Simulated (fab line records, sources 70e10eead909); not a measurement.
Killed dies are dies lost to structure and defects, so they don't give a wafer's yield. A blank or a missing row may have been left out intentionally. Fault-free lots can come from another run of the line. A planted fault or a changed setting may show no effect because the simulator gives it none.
A struck lot beside a sound one || flow nand_harc || 15 out of 1302 route steps
Sound: the wafers L644.1, L644.4, L644.6. Wafers struck: L646.1, L646.4, L646.6. The cause is named last.
Per side, at each step with rows, come the tool, then ch with its chambers, and then its first start. Under that, the readings that differ: sound wafers || struck wafers || difference of the means || sigmas: that difference in standard deviations of wafers without a fault.
alike: words and numbers the same on both sides, and readings whose means are apart by under 2 such deviations; not compared: readings that were withheld, readings missing a value for some wafer, numbers with overlapping values and no deviation given by the record, and bounds like >300 which may hide the same value.
The two part at a step that has a row with sigmas, a row that says differs or no value, or rows on one side only. Numbers that don't overlap but have no deviation are shown without sigmas and don't part them. A reading missing from all wafers of one side parts the sides only when that side holds two or more wafers.

NHARC_A_CHANNEL_HOLE_D2_STRIP_28: strips in O2.
  sound: rie_diel-06 ch 0,3; struck: rie_diel-08 ch 0,2
  alike: drypump_motor_current_A, oes_product_au, rf_vpp_V, showerhead_plenum_p_Torr, throttle_valve_pct
  not compared: rf_hours_counter_h
then, 2 steps without rows for these wafers: NHARC_A_CHANNEL_HOLE_D2_PRECLEAN_29 (cleans in SC1); NHARC_A_CHANNEL_HOLE_D2_SRD_30.
NHARC_A_CHANNEL_HOLE_D2_CD_MEAS_31:
  sound on cd_sem-02 at day 16 18:25; struck on cd_sem-01 at day 17 22:02
  alike: cd_nm
NHARC_A_CHANNEL_HOLE_D2_XSEM_32:
  sound on xsem-02 ch 0, day 16 18:30; struck on xsem-01 ch 0, day 17 22:08
{"reading": "tilt_deg (degrees)", "sound": "0.10 0.10 0.10", "struck": "0.02 0.02 0.02", "difference": -0.08, "sigmas": -2}
  alike: bot_cd_nm, bow_nm
NHARC_A_CHANNEL_HOLE_D2_INSPECT_40:
  sound on defect_inspect-02 at day 16 18:36; struck on defect_inspect-01 at day 17 22:14
  alike: raw_defect_count
then, 2 steps without rows for these wafers: NHARC_A_CHANNEL_FILL_D2_PRECLEAN_00 (cleans in SC1); NHARC_A_CHANNEL_FILL_D2_SRD_01.
NHARC_A_CHANNEL_FILL_D2_ALD_02: deposits SiO2, target thk 6 nm, pulse time 10 s, ald cycles 60.
  sound on ald_hk-04 ch 0,2,3, day 16 18:52; struck on ald_hk-04 ch 0,1,2, day 17 22:26
  alike: heater_power_w, precursor_pulse_height_rel, susceptor_temp_C
NHARC_A_CHANNEL_FILL_D2_ALD_03: deposits SiNx, target thk 6 nm, pulse time 60 s, ald cycles 58.
  sound: ald_sin_batch-03 ch 0; struck: ald_sin_batch-02 ch 0
{"reading": "susceptor_temp_C (C)", "sound": "629.3 629.8 629.9", "struck": "- - -", "difference": "no value on the struck wafers", "sigmas": ""}
  alike: precursor_pulse_height_rel
then, 1 step without rows for these wafers: NHARC_A_CHANNEL_FILL_D2_ALD_14 (deposits SiO2, target thk 2.5 nm, pulse time 10 s, ald cycles 25).
NHARC_A_CHANNEL_FILL_D2_ALD_15: deposits SiNx, target thk 2 nm, pulse time 60 s, ald cycles 19.
  sound on ald_sin_batch-02 ch 0; struck on ald_sin_batch-02 ch 0, day 18 07:35
{"reading": "susceptor_temp_C (C)", "sound": "630.1 630.5 630.1", "struck": "- - -", "difference": "no value on the struck wafers", "sigmas": ""}
  alike: precursor_pulse_height_rel
NHARC_A_CHANNEL_FILL_D2_ALD_16: deposits SiO2, target thk 1.5 nm, pulse time 10 s, ald cycles 15.
  sound on ald_hk-02 ch 1,2,3, day 17 05:14; struck on ald_hk-02 ch 0,1, day 18 10:10
{"reading": "susceptor_temp_C (C)", "sound": "299.98 299.92 299.94", "struck": "297.09 297.11 297.29", "difference": -2.78, "sigmas": -15}
  alike: heater_power_w, precursor_pulse_height_rel
then, 1 step without rows for these wafers: NHARC_A_CHANNEL_FILL_D2_ANNEAL_17 (time 1800 s).
-- jump in the record: it breaks off in module A_CHANNEL_FILL_D2 and resumes in module END (first step shown: number 1302 of the route), and 11 days separate the struck wafers' starts before and after --
NHARC_END_SORT_01:
  sound on prober-01 ch 0, day 28 03:33; struck on prober-02 ch 0, day 29 05:50
  alike: killed_at_array, killed_at_other, killed_at_periphery, killed_dies, killed_open, killed_short

WHERE THEY PART
Last at NHARC_A_CHANNEL_FILL_D2_ALD_16 as far as this record goes, first at NHARC_A_CHANNEL_HOLE_D2_XSEM_32. Later steps at which nothing parts them and some readings are alike: NHARC_END_SORT_01.

WHY: whatever the simulator had introduced
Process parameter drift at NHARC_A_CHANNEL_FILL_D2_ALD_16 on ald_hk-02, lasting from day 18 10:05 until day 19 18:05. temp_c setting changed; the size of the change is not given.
